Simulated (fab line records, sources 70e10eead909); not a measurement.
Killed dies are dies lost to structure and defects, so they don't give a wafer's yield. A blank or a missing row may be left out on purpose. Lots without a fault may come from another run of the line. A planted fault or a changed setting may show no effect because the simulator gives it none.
Chamber matching -- flow nandHarc -- NHARC_A_M0_PRE_CLEAN_31 on pecvd-01: 3 sister chambers
The step time 12 s. 6 wafers are shown with their chamber, then 8 later ones without.

## EACH WAFER AND ITS CHAMBER
wafer,chamber,heaterPowerW (W)
L076.6,2,486
L078.4,2,553
L080.6,0,719
L081.4,0,751
L081.5,1,846
L093.2,1,687

## WAFERS MISSING THEIR CHAMBER
wafer,heaterPowerW (W)
L093.3,534
L093.4,677
L094.4,680
L094.5,552
L094.6,653
L095.2,462
L095.4,804
L095.5,651

## CHAMBER TAKEN BY EACH
wafer,from the rows above,in truth
L093.3,2,2
L093.4,can't be placed: 0 or 1 or 2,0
L094.4,can't be placed: 0 or 1 or 2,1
L094.5,2,2
L094.6,can't be placed: 0 or 1 or 2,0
L095.2,2,2
L095.4,can't be placed: 1 or 0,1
L095.5,can't be placed: 0 or 1 or 2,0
3 of 8 placed correctly. Not placeable from these rows: 5 (in 5, the candidates include the true chamber). Placed wrongly: 0.
How it was worked out, from the rows above alone: a wafer's distance from a chamber is the root of the sum, over the readings, of the square of ((its reading less the chamber's mean) divided by the reading's scatter). If the next closest chamber is less than 2 further off than the closest, the wafer can't be placed; otherwise it belongs to the closest. Each chamber's mean is taken over the wafers shown for it. The scatter: the root of (the sum of the squares of (reading less its chamber's mean) over the shown wafers, divided by (wafers less chambers)).
